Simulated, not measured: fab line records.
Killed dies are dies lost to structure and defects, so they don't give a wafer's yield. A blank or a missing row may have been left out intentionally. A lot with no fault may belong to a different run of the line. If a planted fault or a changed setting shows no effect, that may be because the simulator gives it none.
Matching of chambers + flow n5_finfet + N5_BEOL_M8_DEP_56 on pecvd-03 has 3 sister chambers
The step deposits SiCN from 3MS/NH3, target thk 10 nm, time 17.5 s. 36 wafers are shown with their chamber, then 12 later ones without.

== WAFERS PAIRED WITH THEIR CHAMBERS ==
| wafer  | chamber | throttle_valve_pct (%) | showerhead_plenum_p_Torr (Torr) | rf_fwd_power_W (W) |
|--------|---------|------------------------|---------------------------------|--------------------|
| L075.2 | 0       | 9.8                    | 3.688                           | 200.8              |
| L075.3 | 0       | 9.5                    | 3.689                           | 200.6              |
| L075.6 | 0       | 9.9                    | 3.690                           | 200.5              |
| L077.2 | 1       | 7.8                    | 3.683                           | 198.2              |
| L077.3 | 1       | 8.1                    | 3.675                           | 198.6              |
| L077.5 | 1       | 8.0                    | 3.674                           | 198.8              |
| L078.2 | 1       | 8.3                    | 3.676                           | 198.0              |
| L078.3 | 1       | 8.1                    | 3.679                           | 198.7              |
| L078.4 | 0       | 9.8                    | 3.688                           | 199.2              |
| L079.1 | 2       | 8.1                    | 3.641                           | 198.2              |
| L079.2 | 0       | 9.9                    | 3.693                           | 200.3              |
| L079.5 | 0       | 9.7                    | 3.700                           | 200.1              |
| L082.1 | 2       | 8.5                    | 3.651                           | 198.8              |
| L082.2 | 1       | 8.1                    | 3.683                           | 198.7              |
| L082.3 | 0       | 9.5                    | 3.687                           | 199.6              |
| L082.4 | 2       | 8.1                    | 3.657                           | 197.1              |
| L082.5 | 0       | 9.8                    | 3.698                           | 199.4              |
| L082.6 | 1       | 8.0                    | 3.674                           | 198.9              |
| L084.1 | 0       | 10.1                   | 3.682                           | 199.5              |
| L084.5 | 1       | 8.1                    | 3.678                           | 197.6              |
| L084.6 | 0       | 9.7                    | 3.688                           | 199.9              |
| L085.2 | 0       | 10.1                   | 3.692                           | 201.1              |
| L085.3 | 1       | 8.1                    | 3.675                           | 197.9              |
| L085.4 | 0       | 9.8                    | 3.687                           | 199.7              |
| L090.2 | 0       | 10.0                   | 3.689                           | 200.0              |
| L090.3 | 2       | 8.3                    | 3.651                           | 198.6              |
| L090.4 | 2       | 8.2                    | 3.650                           | 198.1              |
| L093.1 | 1       | 8.0                    | 3.680                           | 198.4              |
| L093.2 | 2       | 8.0                    | 3.638                           | 197.9              |
| L093.5 | 0       | 10.0                   | 3.692                           | 200.8              |
| L091.2 | 0       | 9.9                    | 3.691                           | 201.1              |
| L091.3 | 1       | 7.9                    | 3.678                           | 198.1              |
| L091.5 | 0       | 10.1                   | 3.684                           | 201.1              |
| L092.2 | 1       | 8.2                    | 3.684                           | 197.1              |
| L092.4 | 1       | 8.1                    | 3.679                           | 198.6              |
| L092.6 | 2       | 8.2                    | 3.658                           | 198.1              |

SIGNATURES, as means of the wafers listed above
| reading                  | chamber 0 | chamber 1 | chamber 2 | scatter within a chamber |
|--------------------------|-----------|-----------|-----------|--------------------------|
| throttle_valve_pct       | 9.850     | 8.062     | 8.200     | 0.164                    |
| showerhead_plenum_p_Torr | 3.68988   | 3.67831   | 3.64943   | 0.00491                  |
| rf_fwd_power_W           | 200.231   | 198.277   | 198.114   | 0.588                    |
Rule: for a wafer and a chamber, the distance is found by dividing, reading by reading, the gap between the wafer's reading and the chamber's mean by the reading's scatter, squaring, summing and taking the root. The wafer belongs to the nearest chamber; if the next one is less than 2 further off, it can't be placed. The scatter is the square root of a quotient: the sum, over the shown wafers, of each reading's squared deviation from its chamber's mean, divided by wafers minus chambers.

== WAFERS WITH NO CHAMBER GIVEN ==
| wafer  | throttle_valve_pct (%) | showerhead_plenum_p_Torr (Torr) | rf_fwd_power_W (W) |
|--------|------------------------|---------------------------------|--------------------|
| L094.2 | 8.0                    | 3.676                           | 198.1              |
| L094.3 | 8.0                    | 3.659                           | 198.1              |
| L094.4 | 8.2                    | 3.657                           | 197.2              |
| L095.1 | 8.3                    | 3.648                           | 197.9              |
| L095.3 | 10.0                   | 3.696                           | 199.9              |
| L095.5 | 9.9                    | 3.682                           | 200.8              |
| L097.2 | 10.3                   | 3.691                           | 200.3              |
| L097.3 | 8.3                    | 3.679                           | 198.6              |
| L097.5 | 8.0                    | 3.651                           | 197.3              |
| L096.1 | 8.2                    | 3.656                           | 197.7              |
| L096.3 | 9.9                    | 3.686                           | 199.6              |
| L096.5 | 9.7                    | 3.683                           | 200.3              |

== CHAMBER TAKEN BY EACH ==
| wafer  | from the rows above     | in truth |
|--------|-------------------------|----------|
| L094.2 | 1                       | 1        |
| L094.3 | can't be placed: 2 or 1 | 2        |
| L094.4 | 2                       | 2        |
| L095.1 | 2                       | 2        |
| L095.3 | 0                       | 0        |
| L095.5 | 0                       | 0        |
| L097.2 | 0                       | 0        |
| L097.3 | 1                       | 1        |
| L097.5 | 2                       | 2        |
| L096.1 | 2                       | 2        |
| L096.3 | 0                       | 0        |
| L096.5 | 0                       | 0        |
Correctly placed: 11 of 12. These rows do not allow placing 1 (true chamber among the candidates in 1). Placed wrongly: 0.
